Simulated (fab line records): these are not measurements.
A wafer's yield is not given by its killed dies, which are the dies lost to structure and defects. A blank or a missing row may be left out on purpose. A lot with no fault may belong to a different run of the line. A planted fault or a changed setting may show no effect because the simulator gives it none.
Chamber matching	flow n5Finfet	N5_BEOL_M1_STRIP_66 on rieDiel-02 has 4 sister chambers
The step strips in CF4. 8 wafers are shown with their chamber, then 8 later ones without.

## WAFERS, EACH WITH ITS CHAMBER
wafer	chamber	drypumpMotorCurrentA (A)	throttleValvePct (%)
L076.1	1	6.1	13.65
L078.6	1	6.2	13.67
L079.4	0	5.7	13.57
L079.6	3	5.9	13.70
L081.1	0	5.7	13.58
L081.2	2	4.9	13.52
L081.3	3	5.9	13.71
L085.1	2	5.0	13.53

## WAFERS WITH NO CHAMBER GIVEN
wafer	drypumpMotorCurrentA (A)	throttleValvePct (%)
L085.2	5.7	13.62
L085.5	6.2	13.68
L086.1	6.2	13.68
L086.3	4.9	13.54
L086.4	5.7	13.62
L096.2	4.9	13.57
L096.4	5.7	13.65
L096.6	5.9	13.74

## CHAMBER TAKEN BY EACH
wafer	from the rows above	in truth
L085.2	0	0
L085.5	1	1
L086.1	1	1
L086.3	2	2
L086.4	0	0
L096.2	2	2
L096.4	can't be placed: 3 or 0 or 1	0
L096.6	3	3
7 of 8 placed correctly. Unplaceable from these rows: 1, with the true chamber sitting among the candidates in 1. Placed wrongly: 0.
How it was worked out, from the rows above alone: a wafer's distance from a chamber is the root of the sum, over the readings, of the square of ((its reading less the chamber's mean) divided by the reading's scatter). The wafer belongs to the nearest chamber; if the next one is less than 2 further off, it can't be placed. The mean given for a chamber averages the wafers shown for that chamber. The scatter: the root of (the sum of the squares of (reading less its chamber's mean) over the shown wafers, divided by (wafers less chambers)).
